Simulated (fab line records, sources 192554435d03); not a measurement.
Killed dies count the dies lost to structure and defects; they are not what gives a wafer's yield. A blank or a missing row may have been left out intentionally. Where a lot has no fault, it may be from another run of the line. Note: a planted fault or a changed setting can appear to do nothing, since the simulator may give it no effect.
Struck lot and sound lot, side by side || flow n5-finfet || 39 steps out of a route of 1938
Sound: wafers L452.2, L452.3, L452.4. Struck: wafers L458.4, L458.6. (L458.2 of the same lot was not struck and is left out.) The cause comes at the end.
Per side, at each step with rows, come the tool, then ch with its chambers, and then its first start. Under that, the readings that differ: sound wafers || struck wafers || difference of the means || sigmas: that difference in standard deviations of wafers without a fault.
alike: words and numbers the same on both sides, and readings whose means are apart by under 2 such deviations; not compared: readings that were withheld, readings missing a value for some wafer, numbers with overlapping values and no deviation given by the record, and bounds like >300 which may hide the same value.
Wherever a step has rows on one side only, a row that says differs or no value, or a row with sigmas, the two part there. Non-overlapping numbers with no deviation appear without sigmas and do not part them. A reading that every wafer of one side lacks parts them only if that side has two wafers or more.

first, 10 steps without rows for these wafers: N5_BEOL_M2_STRIP_36 (strips in N2/H2); N5_BEOL_M2_TRENCH_ETCH_37 (etches SiOC in C4F6/O2, target depth 55.555 nm, time 29.2 s); N5_BEOL_M2_ETCH_41 (etches SiCN in CH3F/O2, target depth 29.9 nm, time 52.5 s); N5_BEOL_M2_STRIP_97 (strips in N2/H2, time 10 s); N5_BEOL_M2_HM_STRIP_39 (strips TiN in peroxide tin strip, target depth 25 nm, time 158 s); N5_BEOL_M2_SRD_40 (time 30 s); N5_BEOL_M2_PRECLEAN_42 (cleans in residue remover, time 60 s); N5_BEOL_M2_SRD_43 (time 30 s); N5_BEOL_M2_DEGAS_44 (time 60 s); N5_BEOL_M2_PRE_CLEAN_45 (time 30 s).
N5_BEOL_M2_ALD_84: deposits TaN, pulse time 2 s, purge time 3 s, co reactant purge time 2 s.
  sound on ald-metal-02 ch 1,2, day 7 16:02; struck on ald-metal-02 ch 1,2, day 9 14:21
{"reading": "ald-cycles", "sound": "30 30 30", "struck": "23 23", "difference": -7, "sigmas": ""}
  alike: heater-power-w
  not compared: model.TaN_of_BEOL_M2_ALD_84.thk-nm
then, 26 steps without rows for these wafers: N5_BEOL_M2_SURFACE_TREAT_85; N5_BEOL_M2_CVD_47 (deposits Co from CCTBA/H2, target thk 3 nm, time 223.8 s); N5_BEOL_M2_SPUTTER_48 (material Cu, target thk 4.5 nm, time 8.29 s); N5_BEOL_M2_ANNEAL_49 (time 240 s); N5_BEOL_M2_SPUTTER_79 (material Cu, target thk 4.5 nm, time 8.29 s); N5_BEOL_M2_ANNEAL_80 (time 240 s); N5_BEOL_M2_SPUTTER_81 (material Cu, target thk 4.5 nm, time 8.29 s); N5_BEOL_M2_ANNEAL_82 (time 240 s); N5_BEOL_M2_SPUTTER_86 (material Cu, target thk 4.5 nm, time 8.29 s); N5_BEOL_M2_ANNEAL_87 (time 240 s); N5_BEOL_M2_SPUTTER_88 (material Cu, target thk 4.5 nm, time 8.29 s); N5_BEOL_M2_ANNEAL_89 (time 240 s); N5_BEOL_M2_SPUTTER_90 (material Cu, target thk 4.5 nm, time 8.29 s); N5_BEOL_M2_ANNEAL_91 (time 240 s); N5_BEOL_M2_SPUTTER_92 (material Cu, target thk 4.5 nm, time 8.29 s); N5_BEOL_M2_ANNEAL_93 (time 240 s); N5_BEOL_M2_SPUTTER_94 (material Cu, target thk 4.5 nm, time 8.29 s); N5_BEOL_M2_ANNEAL_95 (time 240 s); N5_BEOL_M2_SPUTTER_96 (material Cu, target thk 4.5 nm, time 8.29 s); N5_BEOL_M2_ECD_50 (material Cu, target thk 300 nm); N5_BEOL_M2_ANNEAL_51 (time 90 s); N5_BEOL_M2_CMP_52 (polishes, stops on SiOC, t overpolish 6.8 s, target thk 40 nm); N5_BEOL_M2_PRE_CLEAN_60 (time 15 s); N5_BEOL_M2_CO_CAP_55 (material Co, precursor CCTBA/H2, target thk 2 nm, time 102.1 s); N5_BEOL_M2_PRE_CLEAN_56 (time 15 s); N5_BEOL_M2_DEP_57 (deposits SiCN from 3MS/NH3, target thk 8 nm, time 14 s).
N5_BEOL_M4_RC_MEAS_101:
  sound on prober-02 ch 0, day 9 03:25; struck on prober-02 ch 0, day 10 10:25
{"reading": "CHAIN_V1 (ohm/link)", "sound": "255 228 225", "struck": "194 203", "difference": -38, "sigmas": -4}
{"reading": "CHAIN_V1_max_site (ohm/link)", "sound": "266 245 240", "struck": "203 212", "difference": -43, "sigmas": -4}
{"reading": "COMB_M2 (S/m)", "sound": "4.8e-11 4.6e-11 5.5e-11", "struck": "8.3e-11 8.9e-11", "difference": "+3.6e-11", "sigmas": "+3"}
{"reading": "COMB_M2_max_site (S/m)", "sound": "6.6e-11 6.6e-11 7.7e-11", "struck": "1.48e-10 1.33e-10", "difference": "+7.08e-11", "sigmas": "+4"}
{"reading": "DIBL_P (mV/V)", "sound": "33.0 33.4 34.7", "struck": "39.1 38.3", "difference": "+5.0", "sigmas": "+3"}
  alike: DIBL_N, IOFF_N, IOFF_P, ION_N, ION_P, SS_N, SS_P, VT_N, VT_P
-- a jump in the record: the struck wafers' starts before and after are 4 days apart (it breaks off in module BEOL_M4 and resumes in module PASSIVATION, where the first step shown is number 1936 of the route) --
N5_PASSIVATION_PROBE_49:
  sound on prober-02 at day 13 03:35; struck on prober-01 at day 14 14:25
{"reading": "defect-limited-yield (%)", "sound": "93.6 92.6 93.6", "struck": "85.1 88.8", "difference": -6.3, "sigmas": -4}
{"reading": "killed_at_M0_to_M3", "sound": "30 29 28", "struck": "71 56", "difference": "+34", "sigmas": "+3"}
{"reading": "killed-at-front-end", "sound": "22 23 32", "struck": "58 41", "difference": "+24", "sigmas": "+2"}
{"reading": "killed-at-other", "sound": "1 2 2", "struck": "14 6", "difference": "+8", "sigmas": "+3"}
{"reading": "killed-dies", "sound": "75 87 76", "struck": "176 132", "difference": "+75", "sigmas": "+4"}
{"reading": "killed-open", "sound": "50 62 49", "struck": "94 71", "difference": "+29", "sigmas": "+2"}
{"reading": "killed-short", "sound": "24 25 27", "struck": "45 42", "difference": "+18", "sigmas": "+2"}
{"reading": "sort_bin_4_leakage (%)", "sound": "0 0 0", "struck": "2.97 1.61", "difference": "+2.29", "sigmas": "+99 or more"}
{"reading": "sort_bin_5_function (%)", "sound": "3.8 4.4 3.9", "struck": "6.7 5.4", "difference": "+2.0", "sigmas": "+2"}
{"reading": "sort_bin_6_memory (%)", "sound": "2.5 2.5 2.4", "struck": "5.3 3.6", "difference": "+2.0", "sigmas": "+3"}
{"reading": "sort-n-pass", "sound": "1105 1093 1104", "struck": "1004 1048", "difference": -75, "sigmas": -4}
{"reading": "sort-yield-pct (%)", "sound": "93.6 92.6 93.6", "struck": "85.1 88.8", "difference": -6.3, "sigmas": -4}
  alike: killed_at_M4_up, killed-at-contacts

WHERE THEY PART
First at N5_BEOL_M4_RC_MEAS_101; last, within this record, at N5_PASSIVATION_PROBE_49.

WHY: whatever the simulator had introduced
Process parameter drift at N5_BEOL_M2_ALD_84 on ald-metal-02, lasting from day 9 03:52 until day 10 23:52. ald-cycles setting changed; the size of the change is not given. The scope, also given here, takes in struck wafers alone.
